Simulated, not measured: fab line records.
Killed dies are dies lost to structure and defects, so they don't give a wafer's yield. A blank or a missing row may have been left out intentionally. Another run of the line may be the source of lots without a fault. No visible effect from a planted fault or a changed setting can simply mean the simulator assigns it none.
Chamber matching	flow nandHarc	NHARC_A_CHANNEL_HOLE_D1_DESCUM_15 on rieDiel-11 has 4 sister chambers
The step chemistry O2, time 3 s. 39 wafers are shown with their chamber, then 12 later ones without.

## EACH WAFER AND ITS CHAMBER
wafer	chamber	showerheadPlenumPTorr (Torr)	drypumpMotorCurrentA (A)	oesProductAu (a.u.)
L074.2	2	1.88	5.7	0.999
L074.3	1	1.88	6.0	0.976
L074.5	1	1.88	5.9	0.974
L076.1	3	1.89	5.8	1.021
L076.2	2	1.88	5.7	1.022
L076.4	0	1.83	6.0	0.993
L077.2	2	1.88	5.7	1.013
L077.3	3	1.88	5.7	1.010
L077.4	0	1.83	6.0	1.005
L078.1	2	1.88	5.7	1.031
L078.3	0	1.83	6.1	1.014
L078.5	0	1.83	6.0	1.018
L080.1	2	1.88	5.7	1.007
L080.2	0	1.83	6.1	1.001
L080.3	1	1.88	6.0	0.984
L081.3	1	1.88	5.9	0.981
L081.4	0	1.83	6.1	0.996
L081.5	3	1.88	5.8	1.004
L083.2	3	1.88	5.7	1.010
L083.3	1	1.88	6.0	0.994
L083.5	0	1.83	6.0	1.006
L084.1	1	1.88	5.9	0.995
L084.2	3	1.88	5.7	1.014
L084.4	2	1.88	5.7	1.022
L086.1	0	1.83	6.0	1.009
L086.3	1	1.88	6.0	0.995
L086.4	3	1.88	5.7	1.013
L087.1	1	1.88	5.9	0.986
L087.3	0	1.82	6.0	1.002
L087.5	0	1.82	6.0	1.007
L089.1	1	1.87	6.0	0.987
L089.4	2	1.88	5.6	1.002
L089.5	2	1.88	5.7	1.009
L088.4	2	1.88	5.7	1.002
L088.5	1	1.87	6.0	0.987
L088.6	2	1.88	5.6	1.006
L090.2	1	1.87	5.9	0.991
L090.4	3	1.88	5.7	1.007
L090.5	1	1.87	6.0	0.990

SIGNATURES, as means of the wafers listed above
reading	chamber 0	chamber 1	chamber 2	chamber 3	scatter within a chamber
showerheadPlenumPTorr	1.8280	1.8767	1.8800	1.8814	0.00383
drypumpMotorCurrentA	6.030	5.958	5.680	5.729	0.0479
oesProductAu	1.00510	0.98667	1.01130	1.01129	0.00799
Rule: for a wafer and a chamber, the distance is found by dividing, reading by reading, the gap between the wafer's reading and the chamber's mean by the reading's scatter, squaring, summing and taking the root. The wafer belongs to the nearest chamber; if the next one is less than 2 further off, it can't be placed. The scatter: take each reading less its chamber's mean, square it, sum over the shown wafers, divide by the number of wafers less the number of chambers, and take the root.

## WAFERS WHOSE CHAMBER IS MISSING
wafer	showerheadPlenumPTorr (Torr)	drypumpMotorCurrentA (A)	oesProductAu (a.u.)
L092.2	1.88	5.8	1.003
L092.5	1.87	5.7	1.010
L092.6	1.88	5.8	1.009
L093.4	1.88	5.7	1.011
L093.5	1.87	5.6	1.010
L093.6	1.87	5.9	0.994
L094.2	1.82	6.1	1.004
L094.3	1.87	5.7	1.010
L094.4	1.87	6.0	0.992
L097.3	1.82	6.1	1.010
L097.5	1.88	5.7	1.017
L097.6	1.82	6.0	1.018

## WHICH CHAMBER EACH ONE RAN IN
wafer	from the rows above	in truth
L092.2	can't be placed: 3 or 2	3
L092.5	can't be placed: 2 or 3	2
L092.6	can't be placed: 3 or 2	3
L093.4	can't be placed: 2 or 3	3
L093.5	can't be placed: 2 or 3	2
L093.6	1	1
L094.2	0	0
L094.3	can't be placed: 2 or 3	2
L094.4	1	1
L097.3	0	0
L097.5	can't be placed: 2 or 3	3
L097.6	0	0
Correct placement for 5 of the 12. These rows do not allow placing 7 (true chamber among the candidates in 7). Number placed wrongly: 0.
